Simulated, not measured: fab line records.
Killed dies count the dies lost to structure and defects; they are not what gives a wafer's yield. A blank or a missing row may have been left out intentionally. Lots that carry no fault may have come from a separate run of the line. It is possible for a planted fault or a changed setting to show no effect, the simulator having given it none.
fab line records | flow nand-harc
record lots=6 | wafers=18 | last-day=33
route steps=1302 shown P_M0@282 P_M1@285 END@1302
lots that met no fault: from a run of the same line without faults
start-h: the number of hours between the record's first day and the start of the first shown wafer of the lot | wait-h: how many hours have passed since the lot's step before this one | " identical to the entry in the row above | L1.1+2: several wafers, shown together as one row | - no value, or no start given | * or withheld: withheld | < > ~ a bound
route shown NAME@n: a module of which the file shows steps, and the number in the route of the first | usual: mean/standard deviation taken from wafers without a fault | same: alike in all rows | chamber/n: place in a boat | sites: each site's reading | _std_site: their standard deviation | _edge_site: the outer-site mean with the inner-site mean subtracted | radius-mm: how far each site lies from the wafer's centre | mask NAME#n: copy n | behind: the last tool/chamber to shape the wafer | hold: why the lot was held/for how many hours/how that ended | device: the n, p or np transistor that did not switch | end of line: the tests these same wafers got at the end of their route | a step with no rows: only its recipe | killed: at the first sort, the dies lost to defects and structure; wafer yield is something else | map: shows each die of a wafer: x if killed, . if not, _ if none is there
set.NAME: the setting that was run; set.NAME@STEP: the one run at that earlier step | model.NAME: the simulator's own value behind a step, which no gauge read
certain route steps with their lots: each step a table, each wafer a row
services: the hour from which a tool's chamber was out of use, counted from the record's first day as start-h (under 0 if before that day), plus the number of hours and why
## steps
# step NHARC_P_M0_INSPECT_27
# usual raw-defect-count=295/120
lot.wafer | tool              | chamber | start-h | wait-h | raw-defect-count
L913.1    | defect-inspect-02 | -       | 144.38  | 0.0    | 293
L913.5    | "                 | -       | "       | "      | 416
L913.6    | "                 | -       | "       | "      | 379
L921.1    | defect-inspect-01 | -       | 225.41  | 0.0    | 135
L921.4    | "                 | -       | "       | "      | 256
L921.5    | "                 | -       | "       | "      | 203
L924.1    | defect-inspect-01 | -       | 251.09  | 0.0    | 507
L924.3    | "                 | -       | "       | "      | 364
L924.6    | "                 | -       | "       | "      | 458
L932.1    | defect-inspect-02 | -       | 337.71  | 0.0    | 259
L932.3    | "                 | -       | "       | "      | 241
L932.4    | "                 | -       | "       | "      | 277
L933.2    | defect-inspect-01 | -       | 341.62  | 0.0    | 270
L933.3    | "                 | -       | "       | "      | 223
L933.4    | "                 | -       | "       | "      | 229
L934.2    | defect-inspect-01 | -       | 349.13  | 0.0    | 237
L934.3    | "                 | -       | "       | "      | 196
L934.6    | "                 | -       | "       | "      | 519
# step NHARC_P_M0_PRE_CLEAN_31
# recipe time-s=12 | temp-c=370 | rf-power-w=300 | gas=NH3
# usual heater-power-w=640/89
lot.wafer | tool     | chamber | start-h | wait-h | heater-power-w
L913.1    | pecvd-04 | 1       | 144.46  | 0.1    | 736
L913.6    | "        | 1       | "       | "      | 729
L913.5    | "        | 2       | "       | "      | 695
L921.1    | pecvd-01 | 1       | 225.49  | 0.1    | 668
L921.5    | "        | 0       | "       | "      | 769
L921.4    | "        | 1       | "       | "      | 661
L924.3    | pecvd-01 | 2       | 251.16  | 0.1    | 495
L924.1    | "        | 1       | "       | "      | 630
L924.6    | "        | 0       | "       | "      | 696
L932.3    | pecvd-03 | 0       | 337.79  | 0.1    | 518
L932.1    | "        | 1       | "       | "      | 686
L932.4    | "        | 0       | "       | "      | 518
L933.2    | pecvd-01 | 0       | 341.69  | 0.1    | 789
L933.3    | "        | 1       | "       | "      | 619
L933.4    | "        | 1       | "       | "      | 623
L934.3    | pecvd-04 | 1       | 349.19  | 0.1    | 676
L934.2    | "        | 0       | "       | "      | 661
L934.6    | "        | 2       | "       | "      | 588
# step NHARC_P_M0_DEP_32
# recipe target-thk-a=300 | temp-c=370 | target-thk-nm=30 | pressure-torr=3 | flow-sccm=200 | rf-w=450 | material=SiCN
# usual heater-power-w=588/98 | showerhead-vpp-V=1287/76
lot.wafer | tool     | chamber | start-h | wait-h | heater-power-w | showerhead-vpp-V
L913.1    | pecvd-04 | 1       | 144.57  | 0.1    | 741            | 1158
L913.6    | "        | 1       | "       | "      | 740            | 1138
L913.5    | "        | 2       | "       | "      | 649            | 1394
L921.1    | pecvd-01 | 1       | 225.60  | 0.1    | 611            | 1267
L921.5    | "        | 0       | "       | "      | 702            | 1357
L921.4    | "        | 1       | "       | "      | 587            | 1275
L924.3    | pecvd-01 | 2       | 251.24  | 0.1    | 373            | 1307
L924.1    | "        | 1       | "       | "      | 607            | 1283
L924.6    | "        | 0       | "       | "      | 734            | 1355
L932.3    | pecvd-03 | 0       | 337.90  | 0.1    | 448            | 1245
L932.1    | "        | 1       | "       | "      | 584            | 1336
L932.4    | "        | 0       | "       | "      | 462            | 1225
L933.2    | pecvd-01 | 0       | 341.77  | 0.1    | 775            | 1331
L933.3    | "        | 1       | "       | "      | 576            | 1283
L933.4    | "        | 1       | "       | "      | 585            | 1283
L934.3    | pecvd-04 | 1       | 349.27  | 0.1    | 662            | 1161
L934.2    | "        | 0       | "       | "      | 516            | 1330
L934.6    | "        | 2       | "       | "      | 537            | 1393
# step NHARC_P_M1_DEP_00
# recipe target-thk-a=1825 | target-thk-nm=182.5 | temp-c=withheld | pressure-torr=5 | flow-sccm=200 | rf-w=600 | material=SiOC
# step NHARC_P_M1_DEHYDRATE_01
# recipe temp-c=150 | time-s=120
# step NHARC_P_M1_HMDS_02
# recipe time-s=30
# step NHARC_P_M1_COAT_34
# recipe temp-c=200 | time-s=65
# step NHARC_P_M1_COAT_03
# recipe spin-rpm=1500 | resist-thk-nm=90
# step NHARC_P_M1_SOFTBAKE_04
# recipe temp-c=105 | time-s=55
# step NHARC_P_M1_EBR_05
# step NHARC_P_M1_EXPOSE_06
# recipe na=1.35 | target-cd-nm=130 | dose-mj=81.88 | mask-id=P_M1
# step NHARC_P_M1_PEB_07
# recipe peb-temp-c=100 | peb-time-s=65
# usual heater-power-total-W=156.6/0.41
lot.wafer | tool           | chamber | start-h | wait-h | heater-power-total-W
L913.1    | litho-track-01 | 0       | 145.70  | 0.1    | 156.2
L913.5    | "              | 0       | "       | "      | 157.2
L913.6    | "              | 0       | "       | "      | 156.1
L921.1    | litho-track-06 | 0       | 226.57  | 0.1    | 156.1
L921.4    | "              | 0       | "       | "      | 156.8
L921.5    | "              | 0       | "       | "      | 187.2
L924.1    | litho-track-06 | 0       | 252.42  | 0.1    | 157.1
L924.3    | "              | 0       | "       | "      | 157.1
L924.6    | "              | 0       | "       | "      | 186.0
L932.1    | litho-track-06 | 0       | 339.03  | 0.1    | 156.2
L932.3    | "              | 0       | "       | "      | 156.6
L932.4    | "              | 0       | "       | "      | 156.1
L933.2    | litho-track-04 | 0       | 342.81  | 0.1    | 156.9
L933.3    | "              | 0       | "       | "      | 157.0
L933.4    | "              | 0       | "       | "      | 156.5
L934.2    | litho-track-01 | 0       | 350.44  | 0.1    | 156.0
L934.3    | "              | 0       | "       | "      | 157.1
L934.6    | "              | 0       | "       | "      | 156.2
# step NHARC_P_M1_DEVELOP_08
# recipe develop-time-s=35 | dev-temp-c=23
# step NHARC_P_M1_CD_MEAS_09
# recipe target-cd-nm=130 | landing-energy-ev=500
# usual cd-nm=130.3/0.59
lot.wafer | tool      | chamber | start-h | wait-h | cd-nm
L913.1    | cd-sem-02 | 0       | 145.77  | -      | 129.9
L913.5    | "         | 0       | "       | "      | 130.5
L913.6    | "         | 0       | "       | "      | 129.9
L921.1    | cd-sem-01 | 0       | 226.65  | -      | 131.1
L921.4    | "         | 0       | "       | "      | 130.8
L921.5    | "         | 0       | "       | "      | 118.5
L924.1    | cd-sem-02 | 0       | 252.50  | -      | 130.5
L924.3    | "         | 0       | "       | "      | 130.9
L924.6    | "         | 0       | "       | "      | 119.1
L932.1    | cd-sem-01 | 0       | 339.10  | -      | 130.9
L932.3    | "         | 0       | "       | "      | 130.7
L932.4    | "         | 0       | "       | "      | 130.7
L933.2    | cd-sem-03 | 0       | 342.89  | -      | 129.9
L933.3    | "         | 0       | "       | "      | 130.0
L933.4    | "         | 0       | "       | "      | 130.0
L934.2    | cd-sem-03 | 0       | 350.53  | -      | 131.0
L934.3    | "         | 0       | "       | "      | 130.9
L934.6    | "         | 0       | "       | "      | 131.1
# step NHARC_P_M1_OVL_MEAS_10
# recipe pitch-nm=260
# usual overlay-x-nm=-0.2/0.75 | overlay-y-nm=0.0/0.85
lot.wafer | tool       | chamber | start-h | wait-h | overlay-x-nm | overlay-y-nm
L913.1    | overlay-02 | -       | 145.86  | -      | -0.1         | 0.2
L913.5    | "          | -       | "       | "      | 0.2          | 0.5
L913.6    | "          | -       | "       | "      | -0.2         | 0.8
L921.1    | overlay-01 | -       | 226.74  | -      | 0.2          | -0.8
L921.4    | "          | -       | "       | "      | 0.4          | -0.8
L921.5    | "          | -       | "       | "      | -0.4         | -0.8
L924.1    | overlay-01 | -       | 252.58  | -      | -1.1         | 0.0
L924.3    | "          | -       | "       | "      | -0.9         | -0.6
L924.6    | "          | -       | "       | "      | -0.9         | -0.5
L932.1    | overlay-02 | -       | 339.19  | -      | 0.0          | -1.7
L932.3    | "          | -       | "       | "      | 0.8          | -1.7
L932.4    | "          | -       | "       | "      | 0.2          | -1.5
L933.2    | overlay-02 | -       | 342.98  | -      | -0.5         | 0.0
L933.3    | "          | -       | "       | "      | 0.0          | 0.2
L933.4    | "          | -       | "       | "      | 0.1          | 0.5
L934.2    | overlay-02 | -       | 350.61  | -      | 0.3          | 1.4
L934.3    | "          | -       | "       | "      | 0.5          | 1.4
L934.6    | "          | -       | "       | "      | 0.7          | 1.8
# step NHARC_P_M1_INSPECT_11
# usual raw-defect-count=4.4/2.7
lot.wafer | tool              | chamber | start-h | wait-h | raw-defect-count
L913.1    | defect-inspect-02 | -       | 145.90  | 0.0    | 3
L913.5    | "                 | -       | "       | "      | 6
L913.6    | "                 | -       | "       | "      | 5
L921.1    | defect-inspect-02 | -       | 226.77  | 0.0    | 5
L921.4    | "                 | -       | "       | "      | 6
L921.5    | "                 | -       | "       | "      | 9
L924.1    | defect-inspect-02 | -       | 252.62  | 0.0    | 3
L924.3    | "                 | -       | "       | "      | 4
L924.6    | "                 | -       | "       | "      | 1
L932.1    | defect-inspect-02 | -       | 339.23  | 0.0    | 4
L932.3    | "                 | -       | "       | "      | 2
L932.4    | "                 | -       | "       | "      | 7
L933.2    | defect-inspect-01 | -       | 343.01  | 0.0    | 9
L933.3    | "                 | -       | "       | "      | 9
L933.4    | "                 | -       | "       | "      | 10
L934.2    | defect-inspect-02 | -       | 350.65  | 0.0    | 2
L934.3    | "                 | -       | "       | "      | 3
L934.6    | "                 | -       | "       | "      | 4
# step NHARC_P_M1_DESCUM_14
# recipe time-s=3 | o2-flow-sccm=200 | ar-flow-sccm=0 | bias-power-w=0 | chemistry=O2
# usual drypump-motor-current-A=5.9/0.42 | oes-product-au=0.997/0.012 | rf-vpp-V=57.9/0.98 | showerhead-plenum-p-Torr=1.92/0.087 | throttle-valve-pct=11.311/0.0098
lot.wafer | tool        | chamber | start-h | wait-h | drypump-motor-current-A | oes-product-au | rf-hours-counter-h | rf-vpp-V | showerhead-plenum-p-Torr | throttle-valve-pct | model.P_M1.cd-nm
L913.1    | rie-diel-06 | 0       | 145.96  | 0.1    | 5.7                     | 1.010          | 0                  | 58.0     | 1.95                     | 11.295             | 129.3
L913.6    | "           | 0       | "       | "      | 5.7                     | 1.006          | -                  | 58.0     | 1.95                     | 11.318             | 129.8
L913.5    | "           | 1       | "       | "      | 5.5                     | 0.994          | -                  | 58.0     | 2.01                     | 11.301             | 129.6
L921.4    | rie-diel-08 | 0       | 226.84  | 0.1    | 5.5                     | 0.983          | 2                  | 56.3     | 1.79                     | 11.309             | 130.7
L921.1    | "           | 2       | "       | "      | 5.6                     | 0.985          | 3                  | 57.3     | 1.90                     | 11.312             | 131.5
L921.5    | "           | 3       | "       | "      | 6.3                     | 0.979          | -                  | 58.1     | 2.05                     | 11.316             | 118.2
L924.3    | rie-diel-06 | 1       | 252.68  | 0.1    | 5.5                     | 0.994          | 9                  | 59.0     | 2.00                     | 11.311             | 130.6
L924.1    | "           | 3       | "       | "      | 6.1                     | 1.007          | 9                  | 59.3     | 1.98                     | 11.314             | 130.3
L924.6    | "           | 1       | "       | "      | 5.5                     | 0.995          | -                  | 56.5     | 2.00                     | 11.293             | 118.6
L932.3    | rie-diel-06 | 1       | 339.29  | 0.1    | 5.5                     | 0.979          | 2                  | 58.5     | 2.00                     | 11.315             | 130.8
L932.1    | "           | 2       | "       | "      | 6.7                     | 1.003          | 2                  | 58.0     | 1.91                     | 11.307             | 131.5
L932.4    | "           | 0       | "       | "      | 5.7                     | 0.990          | 2                  | 58.6     | 1.95                     | 11.325             | 131
L933.2    | rie-diel-08 | 0       | 343.07  | 0.1    | 5.5                     | 0.999          | 15                 | 54.7     | 1.79                     | 11.323             | 129.8
L933.3    | "           | 2       | "       | "      | 5.6                     | 0.985          | 12                 | 55.8     | 1.90                     | 11.312             | 130.2
L933.4    | "           | 0       | "       | "      | 5.5                     | 0.991          | -                  | 57.3     | 1.79                     | 11.311             | 130
L934.3    | rie-diel-06 | 2       | 350.72  | 0.1    | 6.7                     | 1.010          | 3                  | 58.8     | 1.91                     | 11.303             | 131.2
L934.2    | "           | 0       | "       | "      | 5.7                     | 0.996          | 3                  | 58.3     | 1.95                     | 11.317             | 130.6
L934.6    | "           | 2       | "       | "      | 6.7                     | 1.010          | -                  | 57.3     | 1.91                     | 11.295             | 131.3
# step NHARC_P_M1_ETCH_35
# recipe target-depth-a=400 | overetch-a=120 | time-s=43.94 | ion-energy-ev=200 | n2-flow-sccm=150 | h2-flow-sccm=150 | ar-flow-sccm=0 | rf-w=400 | bias-w=150 | chemistry=N2/H2
# usual drypump-motor-current-A=5.9/0.4 | oes-product-au=0.999/0.011 | rf-vpp-V=430.5/2.6 | showerhead-plenum-p-Torr=2.04/0.092 | throttle-valve-pct=14.170/0.0093
lot.wafer | tool        | chamber | start-h | wait-h | drypump-motor-current-A | oes-product-au | rf-hours-counter-h | rf-vpp-V | showerhead-plenum-p-Torr | throttle-valve-pct
L913.1    | rie-diel-06 | 1       | 146.06  | 0.1    | 5.5                     | 0.997          | 0                  | 433.9    | 2.14                     | 14.169
L913.5    | "           | 2       | "       | "      | 6.7                     | 0.995          | -                  | 429.4    | 2.04                     | 14.160
L913.6    | "           | 3       | "       | "      | 6.1                     | 1.008          | -                  | 431.9    | 2.11                     | 14.158
L921.4    | rie-diel-08 | 3       | 226.92  | 0.1    | 6.3                     | 0.977          | 2                  | 435.9    | 2.19                     | 14.160
L921.1    | "           | 0       | "       | "      | 5.5                     | 0.979          | 2                  | 426.9    | 1.91                     | 14.164
L921.5    | "           | 3       | "       | "      | 6.3                     | 0.978          | -                  | 433.5    | 2.19                     | 14.174
L924.1    | rie-diel-06 | 3       | 252.77  | 0.1    | 6.1                     | 1.013          | 9                  | 432.4    | 2.11                     | 14.183
L924.3    | "           | 0       | "       | "      | 5.7                     | 1.000          | 7                  | 432.0    | 2.08                     | 14.178
L924.6    | "           | 3       | "       | "      | 6.1                     | 1.001          | -                  | 432.1    | 2.11                     | 14.185
L932.4    | rie-diel-06 | 1       | 339.37  | 0.1    | 5.6                     | 0.992          | 2                  | 432.9    | 2.14                     | 14.178
L932.3    | "           | 2       | "       | "      | 6.7                     | 1.012          | 2                  | 431.4    | 2.04                     | 14.168
L932.1    | "           | 3       | "       | "      | 6.1                     | 1.017          | 2                  | 430.8    | 2.11                     | 14.174
L933.3    | rie-diel-08 | 2       | 343.18  | 0.1    | 5.6                     | 0.991          | 12                 | 430.8    | 2.02                     | 14.169
L933.2    | "           | 1       | "       | "      | 6.2                     | 0.998          | 15                 | 426.6    | 1.96                     | 14.166
L933.4    | "           | 2       | "       | "      | 5.6                     | 0.996          | -                  | 429.6    | 2.02                     | 14.168
L934.3    | rie-diel-06 | 0       | 350.80  | 0.1    | 5.7                     | 1.012          | 3                  | 432.2    | 2.08                     | 14.177
L934.2    | "           | 2       | "       | "      | 6.7                     | 1.013          | 3                  | 429.6    | 2.04                     | 14.163
L934.6    | "           | 3       | "       | "      | 6.1                     | 1.004          | -                  | 433.3    | 2.11                     | 14.149
# step NHARC_P_M1_ETCH_15
# recipe target-depth-a=1825 | time-s=91.2 | c4f8-flow-sccm=withheld | ar-flow-sccm=400 | rf-w=600 | bias-w=300 | chemistry=C4F8/Ar
# usual oes-product-au=0.954/0.021 | rf-vpp-V=440.9/2.8
lot.wafer | tool        | chamber | start-h | wait-h | oes-product-au | rf-hours-counter-h | rf-vpp-V
L913.1    | rie-diel-06 | 1       | -       | -      | 0.958          | 0                  | 443.3
L913.5    | "           | 3       | "       | "      | 0.978          | -                  | 442.8
L913.6    | "           | 0       | "       | "      | 0.963          | -                  | 441.5
L921.4    | rie-diel-08 | 3       | -       | -      | 0.932          | 2                  | 446.7
L921.1    | "           | 0       | "       | "      | 0.935          | 3                  | 436.4
L921.5    | "           | 3       | "       | "      | 0.928          | -                  | 444.8
L924.1    | rie-diel-06 | 2       | -       | -      | 0.956          | 9                  | 440.7
L924.3    | "           | 3       | "       | "      | 0.971          | 9                  | 443.6
L924.6    | "           | 3       | "       | "      | 0.970          | -                  | 442.1
L932.3    | rie-diel-06 | 0       | -       | -      | 0.976          | 2                  | 441.5
L932.4    | "           | 1       | "       | "      | 0.947          | 2                  | 442.4
L932.1    | "           | 2       | "       | "      | 0.958          | 2                  | 441.2
L933.2    | rie-diel-08 | 0       | -       | -      | 0.965          | 15                 | 437.6
L933.3    | "           | 2       | "       | "      | 0.963          | 12                 | 440.3
L933.4    | "           | 1       | "       | "      | 0.956          | -                  | 438.3
L934.3    | rie-diel-06 | 2       | -       | -      | 0.968          | 3                  | 441.0
L934.2    | "           | 0       | "       | "      | 0.970          | 3                  | 443.2
L934.6    | "           | 2       | "       | "      | 0.985          | -                  | 441.2
# step NHARC_P_M1_CD_MEAS_16
# usual cd-nm=130.2/0.75
lot.wafer | tool      | chamber | start-h | wait-h | cd-nm
L913.1    | cd-sem-01 | -       | 146.26  | -      | 129.5
L913.5    | "         | -       | "       | "      | 130.1
L913.6    | "         | -       | "       | "      | 129.6
L921.1    | cd-sem-03 | -       | 227.14  | -      | 131.0
L921.4    | "         | -       | "       | "      | 130.8
L921.5    | "         | -       | "       | "      | 118.2
L924.1    | cd-sem-01 | -       | 252.98  | -      | 130.5
L924.3    | "         | -       | "       | "      | 131.1
L924.6    | "         | -       | "       | "      | 118.9
L932.1    | cd-sem-02 | -       | 339.60  | -      | 131.9
L932.3    | "         | -       | "       | "      | 130.9
L932.4    | "         | -       | "       | "      | 131.0
L933.2    | cd-sem-02 | -       | 343.43  | -      | 129.4
L933.3    | "         | -       | "       | "      | 130.3
L933.4    | "         | -       | "       | "      | 129.6
L934.2    | cd-sem-01 | -       | 351.01  | -      | 131.2
L934.3    | "         | -       | "       | "      | 131.4
L934.6    | "         | -       | "       | "      | 131.6
# step NHARC_P_M1_STRIP_18
# recipe power-w=1000 | n2-flow-sccm=150 | h2-flow-sccm=150 | ar-flow-sccm=0 | bias-w=0 | chemistry=N2/H2
# usual drypump-motor-current-A=5.9/0.41 | oes-product-au=1.001/0.01 | rf-vpp-V=90.8/0.92 | showerhead-plenum-p-Torr=2.04/0.089 | throttle-valve-pct=14.171/0.0087
lot.wafer | tool        | chamber | start-h | wait-h | drypump-motor-current-A | oes-product-au | rf-hours-counter-h | rf-vpp-V | showerhead-plenum-p-Torr | throttle-valve-pct
L913.1    | rie-diel-08 | 0       | 146.34  | 0.1    | 5.5                     | 1.004          | 10                 | 88.9     | 1.91                     | 14.179
L913.5    | "           | 0       | "       | "      | 5.5                     | 1.003          | -                  | 89.5     | 1.91                     | 14.159
L913.6    | "           | 1       | "       | "      | 6.2                     | 1.008          | -                  | 91.6     | 1.97                     | 14.160
L921.1    | rie-diel-06 | 0       | 227.21  | 0.1    | 5.7                     | 1.006          | 6                  | 91.0     | 2.08                     | 14.157
L921.4    | "           | 1       | "       | "      | 5.5                     | 0.982          | 7                  | 91.2     | 2.14                     | 14.170
L921.5    | "           | 0       | "       | "      | 5.8                     | 1.007          | -                  | 89.5     | 2.08                     | 14.162
L924.3    | rie-diel-06 | 0       | 253.06  | 0.1    | 5.7                     | 1.003          | 7                  | 90.2     | 2.08                     | 14.174
L924.1    | "           | 3       | "       | "      | 6.1                     | 0.994          | 9                  | 90.3     | 2.11                     | 14.173
L924.6    | "           | 0       | "       | "      | 5.7                     | 0.999          | -                  | 91.6     | 2.08                     | 14.172
L932.3    | rie-diel-08 | 2       | 339.71  | 0.1    | 5.6                     | 0.992          | 11                 | 91.2     | 2.02                     | 14.161
L932.1    | "           | 0       | "       | "      | 5.5                     | 1.000          | 14                 | 91.5     | 1.90                     | 14.158
L932.4    | "           | 2       | "       | "      | 5.6                     | 0.984          | -                  | 92.1     | 2.02                     | 14.174
L933.4    | rie-diel-06 | 0       | 343.50  | 0.1    | 5.8                     | 1.003          | 2                  | 89.7     | 2.08                     | 14.162
L933.2    | "           | 1       | "       | "      | 5.6                     | 0.995          | 3                  | 90.4     | 2.13                     | 14.163
L933.3    | "           | 2       | "       | "      | 6.7                     | 1.006          | 3                  | 91.2     | 2.04                     | 14.178
L934.2    | rie-diel-08 | 1       | 351.12  | 0.1    | 6.2                     | 0.987          | 16                 | 90.3     | 1.96                     | 14.168
L934.3    | "           | 2       | "       | "      | 5.6                     | 0.989          | 13                 | 90.0     | 2.02                     | 14.173
L934.6    | "           | 1       | "       | "      | 6.2                     | 0.987          | -                  | 91.0     | 1.96                     | 14.177
# step NHARC_P_M1_ETCH_28
# recipe target-depth-a=300 | over-etch-frac=0.3 | time-s=72.99 | ion-energy-ev=150 | cf4-flow-sccm=50 | n2-flow-sccm=100 | ar-flow-sccm=150 | rf-w=300 | bias-w=100 | chemistry=CF4/N2
# usual cf4-flow-sccm=49.98/0.14 | drypump-motor-current-A=6.0/0.42 | oes-product-au=1.001/0.011 | rf-vpp-V=314.2/2 | showerhead-plenum-p-Torr=2.63/0.099 | throttle-valve-pct=19.794/0.0087
# same over-etch-frac=0.3
lot.wafer | tool        | chamber | start-h | wait-h | cf4-flow-sccm | drypump-motor-current-A | oes-product-au | rf-hours-counter-h | rf-vpp-V | showerhead-plenum-p-Torr | throttle-valve-pct | model.P_M1.cd-nm
L913.1    | rie-diel-08 | 2       | -       | -      | 49.85         | 5.6                     | 1.008          | 8                  | 314.7    | 2.61                     | 19.790             | 129.4
L913.5    | "           | 0       | "       | "      | 49.81         | 5.5                     | 0.999          | -                  | 310.2    | 2.47                     | 19.783             | 130.7
L913.6    | "           | 1       | "       | "      | 50.02         | 6.2                     | 1.009          | -                  | 314.3    | 2.54                     | 19.798             | 130.1
L921.1    | rie-diel-06 | 2       | -       | -      | 50.17         | 6.7                     | 0.995          | 7                  | 314.1    | 2.63                     | 19.790             | 131.8
L921.4    | "           | 3       | "       | "      | 49.76         | 6.1                     | 1.005          | 7                  | 316.0    | 2.71                     | 19.800             | 131.4
L921.5    | "           | 3       | "       | "      | 49.75         | 6.1                     | 1.000          | -                  | 315.8    | 2.71                     | 19.802             | 118.5
L924.1    | rie-diel-06 | 1       | -       | -      | 50.11         | 5.5                     | 0.984          | 9                  | 315.4    | 2.74                     | 19.803             | 130.2
L924.3    | "           | 2       | "       | "      | 50.06         | 6.7                     | 0.987          | 9                  | 314.4    | 2.63                     | 19.793             | 130.7
L924.6    | "           | 0       | "       | "      | 50.09         | 5.7                     | 1.003          | -                  | 316.2    | 2.67                     | 19.788             | 118.7
L932.3    | rie-diel-08 | 2       | -       | -      | 50.02         | 5.6                     | 0.988          | 11                 | 313.2    | 2.60                     | 19.800             | 131.1
L932.1    | "           | 0       | "       | "      | 50.15         | 5.5                     | 0.985          | 15                 | 311.3    | 2.46                     | 19.802             | 132.4
L932.4    | "           | 1       | "       | "      | 49.85         | 6.2                     | 0.982          | -                  | 312.1    | 2.53                     | 19.787             | 131.7
L933.2    | rie-diel-06 | 2       | -       | -      | 50.09         | 6.7                     | 1.019          | 3                  | 313.2    | 2.62                     | 19.787             | 129.1
L933.3    | "           | 0       | "       | "      | 49.91         | 5.7                     | 1.003          | 2                  | 314.1    | 2.67                     | 19.788             | 130.2
L933.4    | "           | 1       | "       | "      | 50.22         | 5.5                     | 0.996          | 3                  | 316.2    | 2.74                     | 19.804             | 129.6
L934.2    | rie-diel-08 | 1       | -       | -      | 50.09         | 6.2                     | 0.985          | 16                 | 312.0    | 2.53                     | 19.792             | 130.7
L934.3    | "           | 2       | "       | "      | 50.14         | 5.6                     | 0.981          | -                  | 314.1    | 2.60                     | 19.806             | 131.2
L934.6    | "           | 1       | "       | "      | 50.05         | 6.2                     | 0.983          | -                  | 313.4    | 2.53                     | 19.797             | 131
# step NHARC_P_M1_STRIP_19
# recipe time-s=600 | temp-c=30 | chemistry=post-etch-residue-remover
# step NHARC_END_SORT_01
# recipe temp-c=25
# usual defect-limited-yield=90.2/2.3 | killed-at-array=62/15 | killed-at-other=0.8/1 | killed-at-periphery=3.7/2.6 | killed-dies=66/15 | killed-open=3.1/1.8 | killed-short=2.6/1.7
# same gross-dies=677
lot.wafer | tool      | chamber | start-h | wait-h | defect-limited-yield[%] | killed-at-array | killed-at-other | killed-at-periphery | killed-dies | killed-open | killed-short
L921.5    | prober-02 | 0       | 662.78  | 3.7    | 90.0                    | 61              | 1               | 6                   | 68          | 4           | 5
L924.6    | prober-02 | 0       | 678.56  | 4.0    | 87.3                    | 83              | 0               | 3                   | 86          | 4           | 1
# killed by level:class
L921.5 A_SLIT:chamber-film-flake=34 A_CHANNEL_HOLE_D2:chamber-film-flake=10 A_CHANNEL_HOLE_D1:chamber-film-flake=7 P_STI:chamber-film-flake=4 A_DECK1_JOINT:geometric-particle:short=2 A_ONON_D2:geometric-particle:open=2 P_M1:area-peb=2 A_ONON_D1:geometric-particle:short=1
L924.6 A_SLIT:chamber-film-flake=31 A_CHANNEL_HOLE_D1:chamber-film-flake=23 A_CHANNEL_HOLE_D2:chamber-film-flake=21 P_M0:geometric-particle:open=1 A_SOURCE_PLATE:geometric-particle:short=1 A_SOURCE_PLATE:geometric-particle:open=1 A_CHANNEL_HOLE_D2:geometric-particle:open=1 A_WL_FILL:geometric-particle:open=1
## services
tool           | chamber | start-h | hours | kind
rie-diel-08    | 2       | 129.59  | 10.0  | repair
pecvd-01       | -       | 130.00  | 13.0  | pm
rie-diel-06    | -       | 130.20  | 9.0   | pm
rie-diel-06    | 0       | 152.61  | 1.8   | repair
litho-track-01 | -       | 155.00  | 7.0   | pm
rie-diel-06    | 2       | 178.76  | 1.5   | repair
litho-track-06 | -       | 179.00  | 7.0   | pm
pecvd-03       | -       | 185.56  | 13.0  | pm
rie-diel-08    | -       | 190.80  | 9.0   | pm
pecvd-04       | -       | 201.76  | 0.9   | repair
pecvd-03       | -       | 203.43  | 2.8   | repair
pecvd-03       | 1       | 230.96  | 7.7   | repair
rie-diel-08    | -       | 235.63  | 0.2   | repair
rie-diel-08    | -       | 267.18  | 4.9   | repair
pecvd-04       | -       | 276.10  | 13.0  | pm
rie-diel-08    | 1       | 282.07  | 4.5   | repair
pecvd-04       | -       | 302.30  | 1.9   | repair
rie-diel-06    | -       | 307.20  | 9.0   | pm
pecvd-01       | -       | 311.00  | 13.0  | pm
pecvd-04       | -       | 315.63  | 1.8   | repair
rie-diel-08    | 2       | 317.57  | 15.8  | repair
rie-diel-08    | 3       | 318.71  | 36.2  | repair
pecvd-04       | -       | 337.61  | 0.6   | repair
rie-diel-08    | 0       | 351.33  | 5.7   | repair
## key
first-sign step=NHARC_P_M1_PEB_07 | reading=heater-power-total-W | direction=up | sigmas=74 | usual=* | struck=*
effect step=NHARC_P_M1_CD_MEAS_09 | reading=cd-nm | direction=down | sigmas=19 | usual=130.3 | struck=118.8
effect step=NHARC_P_M1_CD_MEAS_16 | reading=cd-nm | direction=down | sigmas=15 | usual=130.2 | struck=118.5
model-effect step=NHARC_P_M1_DESCUM_14 | value=P_M1.cd-nm | without=130.2 | struck=118.4
model-effect step=NHARC_P_M1_ETCH_28 | value=P_M1.cd-nm | without=130.4 | struck=118.6
met-at NHARC_P_M1_PEB_07
struck-wafers L921.5,L924.6
fault kind=process-parameter-drift | tool=litho-track-06 | chamber=- | onset-h=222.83 | steps=NHARC_P_M1_PEB_07 | channel=peb-time-s | offset=* | shape=step | end-h=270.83 | scope=struck-wafers-only | acts-in=* | stated=*
